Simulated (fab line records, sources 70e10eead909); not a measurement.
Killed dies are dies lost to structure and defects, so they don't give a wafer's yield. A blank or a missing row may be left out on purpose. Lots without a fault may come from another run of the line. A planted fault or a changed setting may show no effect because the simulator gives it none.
Which tool did it? | flow nand_harc | 12 lots, 36 wafers sampled, at 5 steps of a route of 1302

WHAT THE GAUGES READ, wafer by wafer
NHARC_END_SORT_01. Usual: killed_at_array 55, standard deviation 17; killed_at_other 1.1, standard deviation 1.6; killed_at_periphery 3.8, standard deviation 2.5; killed_dies 60, standard deviation 18; killed_open 3.3, standard deviation 1.9; killed_short 2.5, standard deviation 1.7.
lot  | measured     | on        | killed_at_array | killed_at_other | killed_at_periphery | killed_dies | killed_open | killed_short | flag
L330 | day 31 00:41 | prober-01 | 670 675 675     | 0 0 0           | 7 2 2               | 677 677 677 | 5 1 5       | 2 2 1        | OFF
L331 | day 30 11:41 | prober-02 | 672 666 666     | 0 0 0           | 5 11 11             | 677 677 677 | 5 3 7       | 1 2 2        | OFF

WHICH TOOL RAN EACH LOT (tool, then ch and the chambers of the sampled wafers, then the start)
lot  | NHARC_A_STAIRCASE_STRIP_205          | NHARC_A_STAIRCASE_DESCUM_219       | NHARC_A_STAIRCASE_ETCH_227         | NHARC_A_STAIRCASE_TRIM_231
L315 | plasma_asher-02 ch 0,1, day 16 08:08 | rie_diel-11 ch 0,1, day 16 09:31   | rie_diel-11 ch 0,1,3, day 16 11:01 | rie_diel-13 ch 1,2,3, no start
L320 | plasma_asher-01 ch 0,1, day 18 07:59 | rie_diel-11 ch 0,1,2, day 18 09:25 | rie_diel-11 ch 0,2,3, day 18 10:21 | rie_diel-08 ch 0,1,3, no start
L322 | plasma_asher-02 ch 0,1, day 19 19:52 | rie_diel-13 ch 0,2,3, day 19 21:12 | rie_diel-13 ch 0,1,3, day 19 22:08 | rie_diel-08 ch 1,2,3, no start
L324 | plasma_asher-02 ch 0,1, day 20 05:04 | rie_diel-11 ch 2,3, day 20 06:31   | rie_diel-11 ch 1,2, day 20 07:33   | rie_diel-08 ch 1,2,3, no start
L326 | plasma_asher-01 ch 0,1, day 20 11:17 | rie_diel-13 ch 0,2,3, day 20 12:49 | rie_diel-13 ch 0,3, day 20 13:44   | rie_diel-11 ch 0,1, no start
L325 | plasma_asher-02 ch 0,1, day 20 12:01 | rie_diel-08 ch 1,3, day 20 13:34   | rie_diel-08 ch 2,3, day 20 14:39   | rie_diel-08 ch 1,2,3, no start
L327 | plasma_asher-01 ch 0, day 21 11:27   | rie_diel-13 ch 2,3, day 21 12:55   | rie_diel-13 ch 0,2,3, day 21 13:51 | rie_diel-08 ch 0,2,3, no start
L330 | plasma_asher-02 ch 0,1, day 22 13:10 | rie_diel-08 ch 0,1,2, day 22 14:37 | rie_diel-08 ch 0,1,3, day 22 15:42 | rie_diel-08 ch 0,1,3, day 31 00:41 or earlier
L331 | plasma_asher-02 ch 0,1, day 22 19:17 | rie_diel-11 ch 1,2,3, day 22 20:41 | rie_diel-11 ch 1,2,3, day 22 22:32 | rie_diel-08 ch 0,2,3, day 30 11:41 or earlier
L336 | plasma_asher-02 ch 0,1, day 24 07:35 | rie_diel-13 ch 1,2,3, day 24 09:06 | rie_diel-13 ch 0,1,2, day 24 10:02 | rie_diel-13 ch 0,1,3, no start
L334 | plasma_asher-02 ch 0,1, day 24 13:54 | rie_diel-13 ch 2,3, day 24 15:14   | rie_diel-13 ch 0,2,3, day 24 16:10 | rie_diel-11 ch 0,2,3, no start
L338 | plasma_asher-01 ch 0,1, day 25 14:35 | rie_diel-13 ch 0,1,3, day 25 16:01 | rie_diel-13 ch 0,2,3, day 25 17:02 | rie_diel-08 ch 0,2,3, no start
- NHARC_A_STAIRCASE_STRIP_205: strips in O2.
- NHARC_A_STAIRCASE_DESCUM_219: chemistry O2, time 3 s.
- NHARC_A_STAIRCASE_ETCH_227: etches the open film in C4F8/O2, target depth 100 nm, time 40.5 s.
- NHARC_A_STAIRCASE_TRIM_231: chemistry O2, time 211.2 s.

WHAT THE TOOLS THEMSELVES READ (means of the sampled wafers that have a number; where no wafer has one, the mark that the record gives instead)
NHARC_A_STAIRCASE_STRIP_205. Usual: drypump_motor_current_A 5.5 A, standard deviation 0.52; heater_power_w 313 W, standard deviation 15.
lot  | tool            | drypump_motor_current_A (A) | heater_power_w (W) | flag
L315 | plasma_asher-02 | 5.1                         | 306                |
L320 | plasma_asher-01 | 6.1                         | 321                |
L322 | plasma_asher-02 | 5.1                         | 299                |
L324 | plasma_asher-02 | 5.1                         | 298                |
L326 | plasma_asher-01 | 6.1                         | 314                |
L325 | plasma_asher-02 | 5.1                         | 298                |
L327 | plasma_asher-01 | 5.7                         | 321                |
L330 | plasma_asher-02 | 5.1                         | 297                |
L331 | plasma_asher-02 | 5.1                         | 301                |
L336 | plasma_asher-02 | 5.1                         | 301                |
L334 | plasma_asher-02 | 5.1                         | 303                |
L338 | plasma_asher-01 | 6.1                         | 339                |

NHARC_A_STAIRCASE_DESCUM_219. Usual: drypump_motor_current_A 6.0 A, standard deviation 0.51; oes_product_au 0.999 a.u., standard deviation 0.008; rf_vpp_V 57.7 V, standard deviation 0.91; showerhead_plenum_p_Torr 1.90 Torr, standard deviation 0.088; throttle_valve_pct 11.310 %, standard deviation 0.0085.
lot  | tool        | drypump_motor_current_A (A) | oes_product_au (a.u.) | rf_vpp_V (V) | showerhead_plenum_p_Torr (Torr) | throttle_valve_pct (%) | flag
L315 | rie_diel-11 | 6.2                         | 0.998                 | 56.7         | 1.84                            | 11.316                 |
L320 | rie_diel-11 | 6.3                         | 0.995                 | 57.4         | 1.84                            | 11.304                 |
L322 | rie_diel-13 | 5.6                         | 1.000                 | 57.1         | 1.97                            | 11.316                 |
L324 | rie_diel-11 | 6.5                         | 0.991                 | 57.7         | 1.90                            | 11.309                 |
L326 | rie_diel-13 | 5.6                         | 1.008                 | 58.1         | 1.96                            | 11.311                 |
L325 | rie_diel-08 | 6.3                         | 0.998                 | 58.0         | 1.99                            | 11.315                 |
L327 | rie_diel-13 | 5.9                         | 1.009                 | 57.5         | 2.02                            | 11.312                 |
L330 | rie_diel-08 | 5.6                         | 0.995                 | 58.6         | 1.94                            | 11.301                 |
L331 | rie_diel-11 | 6.3                         | 0.993                 | 57.8         | 1.88                            | 11.313                 |
L336 | rie_diel-13 | 6.1                         | 1.007                 | 57.8         | 1.92                            | 11.315                 |
L334 | rie_diel-13 | 5.9                         | 1.000                 | 57.5         | 2.02                            | 11.311                 |
L338 | rie_diel-13 | 5.8                         | 1.001                 | 56.8         | 1.86                            | 11.305                 |

NHARC_A_STAIRCASE_ETCH_227. Usual: bias_w 1000 W, standard deviation 3.4; chamber_pressure_mTorr 25.001 mTorr, standard deviation 0.023; oes_product_au 0.944 a.u., standard deviation 0.015; rf_vpp_V 895 V, standard deviation 5.3.
lot  | tool        | bias_w (W) | chamber_pressure_mTorr (mTorr) | oes_product_au (a.u.) | rf_vpp_V (V) | flag
L315 | rie_diel-11 | 998        | 25.010                         | 0.926                 | 893          |
L320 | rie_diel-11 | 998        | 25.039                         | 0.948                 | 892          |
L322 | rie_diel-13 | 1000       | 25.016                         | 0.950                 | 894          |
L324 | rie_diel-11 | 998        | 24.997                         | 0.935                 | 893          |
L326 | rie_diel-13 | 999        | 25.001                         | 0.951                 | 896          |
L325 | rie_diel-08 | 1003       | 25.007                         | 0.934                 | 901          |
L327 | rie_diel-13 | 998        | 25.001                         | 0.943                 | 899          |
L330 | rie_diel-08 | -          | -                              | -                     | -            | OFF
L331 | rie_diel-11 | -          | -                              | -                     | -            | OFF
L336 | rie_diel-13 | 1003       | 25.004                         | 0.939                 | 895          |
L334 | rie_diel-13 | 998        | 24.997                         | 0.951                 | 898          |
L338 | rie_diel-13 | 997        | 25.019                         | 0.943                 | 898          |

NHARC_A_STAIRCASE_TRIM_231. Usual: drypump_motor_current_A 6.0 A, standard deviation 0.56; oes_product_au 0.998 a.u., standard deviation 0.0077; rf_vpp_V 57.7 V, standard deviation 0.9; showerhead_plenum_p_Torr 3.55 Torr, standard deviation 0.16; throttle_valve_pct 17.036 %, standard deviation 0.0083.
lot  | tool        | drypump_motor_current_A (A) | oes_product_au (a.u.) | rf_vpp_V (V) | showerhead_plenum_p_Torr (Torr) | throttle_valve_pct (%) | flag
L315 | rie_diel-13 | 6.2                         | 0.994                 | 57.9         | 3.57                            | 17.028                 |
L320 | rie_diel-08 | 5.9                         | 0.999                 | 58.8         | 3.67                            | 17.040                 |
L322 | rie_diel-08 | 6.1                         | 0.998                 | 57.7         | 3.58                            | 17.034                 |
L324 | rie_diel-08 | 6.1                         | 1.000                 | 57.8         | 3.58                            | 17.034                 |
L326 | rie_diel-11 | 6.2                         | 0.994                 | 56.9         | 3.35                            | 17.035                 |
L325 | rie_diel-08 | 6.1                         | 1.003                 | 57.4         | 3.58                            | 17.035                 |
L327 | rie_diel-08 | 5.5                         | 0.999                 | 58.8         | 3.69                            | 17.041                 |
L330 | rie_diel-08 | 5.9                         | 1.001                 | 58.7         | 3.65                            | 17.037                 |
L331 | rie_diel-08 | 5.6                         | 0.994                 | 58.3         | 3.69                            | 17.040                 |
L336 | rie_diel-13 | 5.9                         | 0.996                 | 57.2         | 3.44                            | 17.028                 |
L334 | rie_diel-11 | 6.3                         | 0.989                 | 57.4         | 3.43                            | 17.045                 |
L338 | rie_diel-08 | 5.5                         | 1.002                 | 57.4         | 3.67                            | 17.028                 |

THE ANSWER, worked out from the rows above alone
Rule: a lot is off if the mean of its wafers that have a number lies more than 3 standard deviations from the usual mean. A lot without any number at a reading at which 4 lots or more have one is off too. The other lots that the step has rows for count as sound. The gauges are gone through in route order, then the tools' own readings, and for those a lot's mean is taken as printed above. The first step at which some lot is off is used, and at that step the reading that is off furthest; a lot without a number counts as furthest.
Off: L330, L331, at NHARC_END_SORT_01 (killed_at_array). Neither off nor sound, because the step has no rows for them: L315, L320, L322, L324, L326, L325, L327, L336, L334, L338.
A tool fits if, at a process step before that reading, it ran every lot that is off, and no sound lot after the first of them. The gauges at NHARC_END_SORT_01 aren't tried: what is off there is off at NHARC_A_STAIRCASE_ETCH_227 too, on other tools, and a gauge's error can't cause that. NHARC_A_STAIRCASE_TRIM_231 gives no start for some lots, so the hours and the order of its lots are those of NHARC_END_SORT_01. Can't be told from this: 2 tools fit, plasma_asher-02 at NHARC_A_STAIRCASE_STRIP_205, rie_diel-08 at NHARC_A_STAIRCASE_TRIM_231.

WHAT THE SIMULATOR HAD PUT IN
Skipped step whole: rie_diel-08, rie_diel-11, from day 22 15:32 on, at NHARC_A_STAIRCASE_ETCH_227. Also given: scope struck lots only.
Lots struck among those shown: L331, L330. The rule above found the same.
